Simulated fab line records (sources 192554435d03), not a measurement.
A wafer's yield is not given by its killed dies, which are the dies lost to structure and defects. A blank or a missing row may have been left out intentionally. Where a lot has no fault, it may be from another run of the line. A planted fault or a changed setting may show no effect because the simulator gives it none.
fab line records	flow n5Finfet
record lots=6	wafers=18	lastDay=16
route steps=1938 shown HKMG_FIN@401 PASSIVATION@1936
lots that met no fault: taken from a fault-free run of the same line
startH: start of the lot's first displayed wafer, in hours after the record's first day	waitH: time in hours since the lot's previous step	" unchanged from the row above	L1.1+2: several wafers, shown together as one row	- no value, or no start given	* or withheld: withheld	< > ~ a bound
route shown NAME@n: a module of which the file shows steps, and the number in the route of the first	usual: the fault-free wafers' mean and standard deviation	same: alike in all rows	chamber/n: place in a boat	sites: each site's reading	_std_site: the standard deviation of these	_edge_site: mean of outer sites minus mean of inner sites	radiusMm: for every site, how far away it sits from the centre of the wafer	mask NAME#n: copy n	behind: the last tool/chamber to shape the wafer	hold: what put the lot on hold/how long, in hours/how the hold closed	device: the transistor (n, p or np) that didn't switch	end of line: at the end of the route, the tests of the same wafers	a step with no rows: only its recipe	killed: the dies lost at the first sort to structure and to defects; this is not the yield of the wafer	map: a wafer's dies, marking killed ones x, the rest . and places with no die _
set.NAME: the setting as run; set.NAME@STEP: as run at that earlier step	model.NAME: the simulator's own value behind a step, which no gauge read
a table for each step, a row for each wafer; lots at some steps of the route
services: the hour from which a tool's chamber was out of use, counted from the record's first day as startH (under 0 if before that day), plus the number of hours and why
## steps
# step N5_HKMG_FIN_DESCUM_53
# recipe chemistry=O2	timeS=7.9	sourcePowerW=50	biasPowerW=20	pressureMtorr=20	rfFrequencyHz=2.712e+07	tempC=40	resist=CAR-ArF	o2FlowSccm=225
# usual drypumpMotorCurrentA=5.57/0.3	oesProductAu=0.79/0.088	rfVppV=242.9/1.3	showerheadPlenumPTorr=2.06/0.057	throttleValvePct=20.41/0.24
lot.wafer	tool	chamber	startH	waitH	drypumpMotorCurrentA	oesProductAu	rfHoursCounterH	rfVppV	showerheadPlenumPTorr	throttleValvePct
L590.4	rieDiel-06	2	82.36	0.0	5.54	0.90	40	243.6	2.12	20.28
L590.5	"	0	"	"	6.06	0.92	-	243.4	2.05	20.11
L590.6	"	3	"	"	5.92	0.70	-	241.7	2.00	20.60
L592.2	rieDiel-03	2	94.52	0.0	5.71	0.96	16	244.7	2.13	20.12
L592.4	"	1	"	"	5.23	0.83	83	242.4	2.06	20.46
L592.5	"	1	"	"	5.22	0.83	-	242.7	2.06	20.44
L593.2	rieDiel-02	2	95.77	0.3	5.70	0.73	179	243.2	2.06	20.50
L593.3	"	3	"	"	5.76	0.69	240	243.6	2.06	20.72
L593.4	"	1	"	"	5.24	0.78	99	241.8	2.02	20.86
L606.2	rieDiel-06	3	173.56	0.0	5.92	0.69	217	241.9	1.98	20.66
L606.4	"	2	"	"	5.56	0.84	75	244.9	2.11	20.33
L606.6	"	1	"	"	5.40	0.89	-	243.4	2.13	20.31
L607.1	rieDiel-02	3	183.84	1.8	5.74	0.94	13	242.9	2.06	20.36
L607.3	"	1	"	"	5.18	0.74	134	241.5	2.01	20.91
L607.6	"	2	"	"	5.69	0.70	-	243.0	2.05	20.56
L608.1	rieDiel-02	1	186.52	0.7	5.24	0.74	136	240.3	2.01	20.91
L608.2	"	2	"	"	5.66	0.70	219	245.1	2.05	20.58
L608.4	"	0	"	"	5.70	0.71	217	242.5	1.96	20.48
# step N5_HKMG_FIN_ETCH_54
# recipe chemistry=CF4	target=SiARC	targetDepthA=455	maskMaterial=CAR-ArF	timeS=75.8	ionEnergyEv=80	pressureMtorr=40	sourceW=545	biasW=36	Ar_flow_sccm=100	cf4FlowSccm=100	ends=cleared
# usual drypumpMotorCurrentA=5.56/0.3	etchRfOnTimeS=76.8/2.2	oesProductAu=0.67/0.073	rfVppV=183.9/1.1	showerheadPlenumPTorr=2.12/0.056	throttleValvePct=15.62/0.23
lot.wafer	tool	chamber	startH	waitH	drypumpMotorCurrentA	etchRfOnTimeS	oesProductAu	rfHoursCounterH	rfVppV	showerheadPlenumPTorr	throttleValvePct
L590.4	rieDiel-06	2	82.39	0.0	5.53	73.1	0.78	40	185.8	2.19	15.45
L590.5	"	0	"	"	6.00	80.0	0.79	-	182.8	2.09	15.27
L590.6	"	3	"	"	5.93	76.9	0.62	-	182.8	2.05	15.79
L592.2	rieDiel-03	2	94.56	0.0	5.73	80.3	0.78	16	186.4	2.20	15.38
L592.4	"	1	"	"	5.23	77.4	0.71	83	182.8	2.07	15.42
L592.5	"	1	"	"	5.22	78.4	0.70	-	185.3	2.07	15.42
L593.2	rieDiel-02	2	95.80	0.0	5.66	74.1	0.64	179	183.2	2.12	15.78
L593.3	"	3	"	"	5.75	76.6	0.60	240	181.8	2.11	15.85
L593.4	"	1	"	"	5.20	76.1	0.67	99	184.5	2.09	15.98
L606.2	rieDiel-06	3	173.59	0.0	5.92	75.8	0.60	217	181.2	2.04	15.89
L606.4	"	2	"	"	5.56	73.1	0.74	75	184.7	2.17	15.52
L606.6	"	1	"	"	5.39	74.1	0.77	-	184.9	2.18	15.44
L607.1	rieDiel-02	3	183.87	0.0	5.71	74.1	0.79	13	183.7	2.10	15.41
L607.3	"	1	"	"	5.19	76.6	0.64	134	182.7	2.07	16.06
L607.6	"	2	"	"	5.71	74.9	0.61	-	184.7	2.11	15.82
L608.1	rieDiel-02	1	186.56	0.0	5.21	77.6	0.63	136	184.0	2.07	16.05
L608.2	"	2	"	"	5.69	76.0	0.60	219	185.1	2.11	15.85
L608.4	"	0	"	"	5.67	79.6	0.60	217	182.9	2.04	15.88
# step N5_HKMG_FIN_ETCH_55
# recipe chemistry=N2/H2	target=SOC	targetDepthA=2400	tempC=40	timeS=300	ionEnergyEv=200	maskMaterial=SiARC	pressureMtorr=30	sourceW=840	biasW=150	n2FlowSccm=200	h2FlowSccm=200
# step N5_HKMG_FIN_STRIP_56
# recipe chemistry=N2/H2	tempC=40	n2FlowSccm=200	h2FlowSccm=200	rfFrequencyHz=6e+07
# step N5_HKMG_FIN_STRIP_57
# recipe chemistry=CF4	resist=SiARC	powerW=300	biasPowerW=75	pressureMtorr=50	cf4FlowSccm=150	rfFrequencyHz=6e+07
# usual drypumpMotorCurrentA=5.56/0.3	oesProductAu=0.79/0.084	rfVppV=270.6/1.3	showerheadPlenumPTorr=1.78/0.045	throttleValvePct=13.61/0.23
lot.wafer	tool	chamber	startH	waitH	drypumpMotorCurrentA	oesProductAu	rfHoursCounterH	rfVppV	showerheadPlenumPTorr	throttleValvePct
L590.4	rieDiel-06	2	82.64	0.0	5.53	0.88	40	272.3	1.83	13.40
L590.5	"	0	"	"	6.05	0.94	-	270.9	1.77	13.26
L590.6	"	3	"	"	5.93	0.73	-	269.2	1.72	13.83
L592.2	rieDiel-03	2	94.80	0.0	5.67	0.94	16	271.7	1.85	13.32
L592.4	"	1	"	"	5.22	0.83	83	271.2	1.74	13.44
L592.5	"	1	"	"	5.22	0.83	-	271.9	1.74	13.43
L593.2	rieDiel-02	2	96.05	0.0	5.67	0.72	179	271.0	1.80	13.81
L593.3	"	3	"	"	5.77	0.69	240	269.8	1.77	13.87
L593.4	"	1	"	"	5.23	0.78	99	269.0	1.74	13.85
L606.2	rieDiel-06	3	173.84	0.0	5.92	0.70	217	269.2	1.71	13.90
L606.4	"	2	"	"	5.53	0.84	76	271.6	1.82	13.47
L606.6	"	1	"	"	5.40	0.88	-	272.4	1.82	13.38
L607.1	rieDiel-02	3	184.12	0.0	5.75	0.91	13	272.0	1.76	13.33
L607.3	"	1	"	"	5.19	0.74	135	268.3	1.73	13.94
L607.6	"	2	"	"	5.67	0.70	-	272.2	1.79	13.90
L608.1	rieDiel-02	1	186.80	0.0	5.26	0.75	136	269.4	1.72	13.95
L608.2	"	2	"	"	5.66	0.70	219	270.7	1.79	13.91
L608.4	"	0	"	"	5.67	0.73	217	269.7	1.72	13.91
# step N5_HKMG_FIN_ETCH_58
# recipe chemistry=N2/H2	target=SOC	targetDepthA=2158	ionEnergyEv=50	biasW=13	timeS=741	pressureMtorr=30	sourceW=875	n2FlowSccm=200	h2FlowSccm=200
# usual drypumpMotorCurrentA=5.57/0.3	oesProductAu=0.78/0.086	rfVppV=98.9/0.98	showerheadPlenumPTorr=2.52/0.068	throttleValvePct=17.8/0.33
lot.wafer	tool	chamber	startH	waitH	drypumpMotorCurrentA	oesProductAu	rfHoursCounterH	rfVppV	showerheadPlenumPTorr	throttleValvePct
L590.4	rieDiel-06	2	82.66	0.0	5.52	0.91	41	99.9	2.61	17.9
L590.5	"	0	"	"	6.01	0.91	-	99.3	2.48	17.4
L590.6	"	3	"	"	5.92	0.72	-	98.8	2.42	17.9
L592.2	rieDiel-03	2	94.82	0.0	5.74	0.92	16	99.2	2.58	17.4
L592.4	"	1	"	"	5.23	0.83	83	98.9	2.43	17.4
L592.5	"	1	"	"	5.22	0.83	-	99.1	2.43	17.4
L593.2	rieDiel-02	2	96.07	0.0	5.70	0.74	179	98.5	2.52	18.0
L593.3	"	3	"	"	5.76	0.69	241	97.7	2.53	18.3
L593.4	"	1	"	"	5.25	0.78	99	97.9	2.47	18.2
L606.2	rieDiel-06	3	173.86	0.0	5.92	0.69	217	97.2	2.40	17.9
L606.4	"	2	"	"	5.56	0.86	76	99.3	2.59	18.0
L606.6	"	1	"	"	5.40	0.89	-	99.1	2.60	17.6
L607.1	rieDiel-02	3	184.14	0.0	5.76	0.94	13	98.7	2.52	17.9
L607.3	"	1	"	"	5.22	0.75	135	98.5	2.45	18.3
L607.6	"	2	"	"	5.71	0.71	-	100.5	2.51	18.1
L608.1	rieDiel-02	1	186.82	0.0	5.19	0.75	137	98.5	2.45	18.3
L608.2	"	2	"	"	5.70	0.70	219	97.3	2.51	18.1
L608.4	"	0	"	"	5.70	0.70	217	99.0	2.45	18.3
# step N5_HKMG_FIN_STRIP_93
# recipe chemistry=N2/H2	material=SOC	timeS=20	powerW=500	tempC=40	pressureMtorr=50	rfFrequencyHz=6e+07	biasPowerW=8	h2Frac=0.5	n2FlowSccm=300	h2FlowSccm=300
# usual drypumpMotorCurrentA=5.58/0.3	oesProductAu=0.78/0.082	rfVppV=54.1/0.85	showerheadPlenumPTorr=3.32/0.086	throttleValvePct=19.1/0.55
lot.wafer	tool	chamber	startH	waitH	drypumpMotorCurrentA	oesProductAu	rfHoursCounterH	rfVppV	showerheadPlenumPTorr	throttleValvePct
L590.4	rieDiel-06	2	83.09	0.2	5.53	0.92	41	55.7	3.44	19.9
L590.5	"	0	"	"	6.07	0.91	-	53.0	3.28	18.4
L590.6	"	3	"	"	5.95	0.72	-	53.7	3.20	18.8
L592.2	rieDiel-03	2	95.25	0.2	5.71	0.92	16	53.6	3.40	18.5
L592.4	"	1	"	"	5.25	0.82	84	56.2	3.22	18.5
L592.5	"	1	"	"	5.22	0.82	-	53.7	3.22	18.4
L593.2	rieDiel-02	2	96.49	0.2	5.72	0.74	180	54.5	3.34	19.7
L593.3	"	3	"	"	5.76	0.69	241	54.6	3.34	19.9
L593.4	"	1	"	"	5.24	0.77	99	53.3	3.26	19.2
L606.2	rieDiel-06	3	174.28	0.2	5.94	0.71	217	53.2	3.18	18.9
L606.4	"	2	"	"	5.56	0.87	76	55.4	3.42	20.0
L606.6	"	1	"	"	5.42	0.91	-	53.8	3.43	18.6
L607.1	rieDiel-02	3	184.56	0.2	5.77	0.93	13	54.7	3.33	19.5
L607.3	"	1	"	"	5.18	0.74	135	53.3	3.24	19.2
L607.6	"	2	"	"	5.72	0.71	-	52.9	3.32	19.7
L608.1	rieDiel-02	1	187.25	0.2	5.19	0.74	137	54.7	3.24	19.2
L608.2	"	2	"	"	5.72	0.71	219	53.4	3.31	19.7
L608.4	"	0	"	"	5.71	0.71	217	53.1	3.24	20.0
# step N5_HKMG_FIN_WET_ETCH_76
# recipe chemistry=dNH4OH	mix=1:50	tempC=25	target=Al2O3	stopOn=La2O3	targetDepthNm=2.25	dry=ipaMarangoni	rinseTimeS=30	rinseTempC=23
# step N5_HKMG_FIN_STRIP_60
# recipe chemistry=N2/H2	powerW=2500	tempC=300	h2Frac=0.65	timeS=360	pressureMtorr=withheld	n2FlowSccm=1750	h2FlowSccm=3250
# step N5_HKMG_FIN_WET_ETCH_77
# recipe chemistry=dHCl	mix=1:10000	tempC=25	target=La2O3	stopOn=HfO2	targetDepthNm=2
# step N5_HKMG_FIN_WET_ETCH_78
# recipe chemistry=dNH4OH	mix=1:50	tempC=25	target=Al2O3	stopOn=La2O3	targetDepthNm=4.5	dry=ipaMarangoni	rinseTimeS=30	rinseTempC=23
# step N5_HKMG_FIN_ALD_79
# recipe material=TiN	targetThkA=15	tempC=400	aldPrecursorFamily=TiCl4	aldCoReactant=NH3	pulseTimeS=1	purgeTimeS=3	coReactantPurgeTimeS=2	coReactantPulseTimeS=2	aldCycles=68	pressureTorr=3
# step N5_HKMG_FIN_CVD_62
# recipe material=a-Si	targetThkA=30	tempC=500	precursor=Si2H6	pressureTorr=1	timeS=20.8
# usual heaterPowerW=1397/140
lot.wafer	tool	chamber	startH	waitH	heaterPowerW	model.a-Si_of_HKMG_FIN_CVD_62.thkNm
L590.4	thermalCvdSi-01	0	84.14	0.2	1669	3
L590.5	"	1	"	"	1387	3.2
L590.6	"	2	"	"	1216	2.8
L592.2	thermalCvdSi-01	0	96.45	0.2	1655	3.2
L592.4	"	2	"	"	1212	3
L592.5	"	1	"	"	1382	3.4
L593.2	thermalCvdSi-02	2	97.49	0.2	1385	3.2
L593.3	"	0	"	"	1345	3
L593.4	"	1	"	"	1340	3
L606.2	thermalCvdSi-01	0	175.29	0.2	1704	3
L606.4	"	0	"	"	1707	3
L606.6	"	1	"	"	1380	1.6
L607.1	thermalCvdSi-02	0	185.57	0.2	1333	3
L607.3	"	1	"	"	1321	2.8
L607.6	"	0	"	"	1334	3
L608.1	thermalCvdSi-01	0	188.25	0.2	1664	3
L608.2	"	1	"	"	1405	1.6
L608.4	"	2	"	"	1222	3
# step N5_HKMG_FIN_RTA_80
# recipe tempC=withheld	timeS=2	ambient=N2	idleTempC=600	rampUpCPerS=150	rampDownCPerS=60	coolToC=600
# step N5_PASSIVATION_PROBE_49
# usual killed_at_M0_to_M3=34/8.9	killed_at_M4_up=13/4.6	killedAtContacts=12/5.5	killedAtFrontEnd=41/11	killedAtOther=3.1/2.9	killedDies=102/16	killedOpen=66/11	killedShort=34/7.6
# same grossDies=1180	killedAtBackSide=0
lot.wafer	tool	chamber	startH	waitH	killed_at_M0_to_M3	killed_at_M4_up	killedAtContacts	killedAtFrontEnd	killedAtOther	killedDies	killedOpen	killedShort
L593.2	prober-01	-	286.06	0.1	35	9	11	23	4	82	51	31
L593.3	prober-01	-	286.11	0.1	31	13	9	33	8	94	62	31
L593.4	prober-01	-	286.16	0.2	21	14	15	27	1	78	55	23
L606.2	prober-01	-	374.14	0.1	31	13	9	56	1	110	64	38
L606.4	prober-01	-	374.24	0.2	31	10	8	50	4	103	71	29
L606.6	prober-01	-	374.34	0.3	48	16	22	43	0	129	82	46
L607.1	prober-02	-	374.30	0.0	47	9	12	40	1	109	74	34
L607.3	prober-02	-	374.40	0.1	26	6	5	28	1	66	43	22
L607.6	prober-02	-	374.55	0.3	26	8	8	37	1	80	52	24
# killed by level:class
L593.2 MOL_CONTACT_COAG:geometricParticle:open=10 BEOL_M1:geometricParticle:open=10 BEOL_M0_SAQP:geometricParticle:short=7 FIN_SAQP:geometricParticle:open=6 BEOL_M0_SAQP:geometricParticle:open=6 BEOL_M1:geometricParticle:short=6 DUMMY_GATE:geometricParticle:open=4 FIN_SAQP:geometricParticle:short=3
L593.3 BEOL_M1:geometricParticle:open=9 FIN_SAQP:geometricParticle:short=8 MOL_CONTACT_COAG:geometricParticle:open=8 BEOL_M0_SAQP:geometricParticle:open=6 BEOL_M4:geometricParticle:open=6 GATE_CUT:geometricParticle:open=5 PAD_METAL:geometricParticle:short=5 BEOL_M3:geometricParticle:open=5
L593.4 MOL_CONTACT_COAG:geometricParticle:open=13 BEOL_M5:geometricParticle:open=8 BEOL_M1:geometricParticle:open=6 GATE_CUT:geometricParticle:short=5 FIN_SAQP:geometricParticle:open=4 BEOL_M2:geometricParticle:open=4 FIN_SAQP:geometricParticle:short=3 STI_FIN_REVEAL:geometricParticle:open=3
L606.2 FIN_SAQP:geometricParticle:open=20 FIN_SAQP:geometricParticle:short=9 BEOL_M3:geometricParticle:open=7 HKMG_FIN:areaEtch=7 MOL_CONTACT_COAG:geometricParticle:open=6 BEOL_M0_SAQP:geometricParticle:open=6 GATE_CUT:geometricParticle:short=5 BEOL_M2:geometricParticle:short=5
L606.4 BEOL_M0_SAQP:geometricParticle:open=15 FIN_SAQP:geometricParticle:open=12 FIN_SAQP:geometricParticle:short=7 STI_FIN_REVEAL:geometricParticle:open=7 MOL_CONTACT_COAG:geometricParticle:open=7 BEOL_M0_SAQP:geometricParticle:short=7 DUMMY_GATE:geometricParticle:open=6 BEOL_M4:geometricParticle:open=5
L607.1 FIN_SAQP:geometricParticle:open=13 BEOL_M1:geometricParticle:open=12 MOL_CONTACT_COAG:geometricParticle:open=11 BEOL_M3:geometricParticle:open=10 FIN_SAQP:geometricParticle:short=7 BEOL_M0_SAQP:geometricParticle:short=6 BEOL_M2:geometricParticle:open=6 STI_FIN_REVEAL:geometricParticle:open=5
L606.6 MOL_CONTACT_COAG:geometricParticle:open=17 BEOL_M0_SAQP:geometricParticle:open=16 FIN_SAQP:geometricParticle:short=11 FIN_SAQP:geometricParticle:open=11 BEOL_M1:geometricParticle:open=10 BEOL_M0_SAQP:geometricParticle:short=7 MOL_CONTACT_COAG:geometricParticle:short=5 BEOL_M3:geometricParticle:open=5
L607.3 BEOL_M1:geometricParticle:open=9 FIN_SAQP:geometricParticle:open=7 FIN_SAQP:geometricParticle:short=5 BEOL_M3:geometricParticle:open=5 STARTING-WAFER:geometricParticle:short=5 MOL_CONTACT_COAG:geometricParticle:open=4 BEOL_M1:geometricParticle:short=4 BEOL_M4:geometricParticle:open=3
L607.6 FIN_SAQP:geometricParticle:short=6 DUMMY_GATE:geometricParticle:open=6 GATE_CUT:geometricParticle:open=6 BEOL_M0_SAQP:geometricParticle:open=6 BEOL_M3:geometricParticle:open=6 GATE_CUT:geometricParticle:short=5 MOL_CONTACT_COAG:geometricParticle:open=5 BEOL_M2:geometricParticle:open=5
## services
tool	chamber	startH	hours	kind
rieDiel-03	-	61.54	5.7	repair
rieDiel-06	1	65.46	-	clean
rieDiel-06	1	65.46	-	consumableReplace:focusRing
rieDiel-06	1	65.46	16.3	scheduledDown
rieDiel-06	1	65.46	16.3	ventCycle
rieDiel-02	0	68.45	6.2	repair
thermalCvdSi-01	-	87.63	0.8	pm
rieDiel-02	-	91.15	2.8	pm
rieDiel-06	0	91.22	16.7	repair
rieDiel-02	1	112.26	2.7	repair
rieDiel-02	3	116.22	-	clean
rieDiel-02	3	116.22	-	consumableReplace:focusRing
rieDiel-02	3	116.22	31.6	scheduledDown
rieDiel-02	3	116.22	31.6	ventCycle
rieDiel-06	3	143.16	8.3	repair
rieDiel-06	-	174.34	14.6	pm
## key
firstSign none at tools or gauges
modelEffect step=N5_HKMG_FIN_CVD_62	value=a-Si_of_HKMG_FIN_CVD_62.thkNm	without=3	struck=1.6
metAt N5_HKMG_FIN_CVD_62
struckWafers L606.6,L608.2
testerLeftOut L606,L608
onsetBetween 96.45 175.29
fault kind=processParameterDrift	tool=thermalCvdSi-01	chamber=1	onsetH=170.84	steps=N5_HKMG_FIN_CVD_62	channel=timeS	offset=*	shape=step	endH=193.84	stated=*
# testerLeftOut: of these lots the tester's yield and bins aren't shown, on N5 and GAA mostly nor the transistor test; their killed dies are dies lost to structure and defects alone, not to doping, threshold or leakage, so they don't give the yield
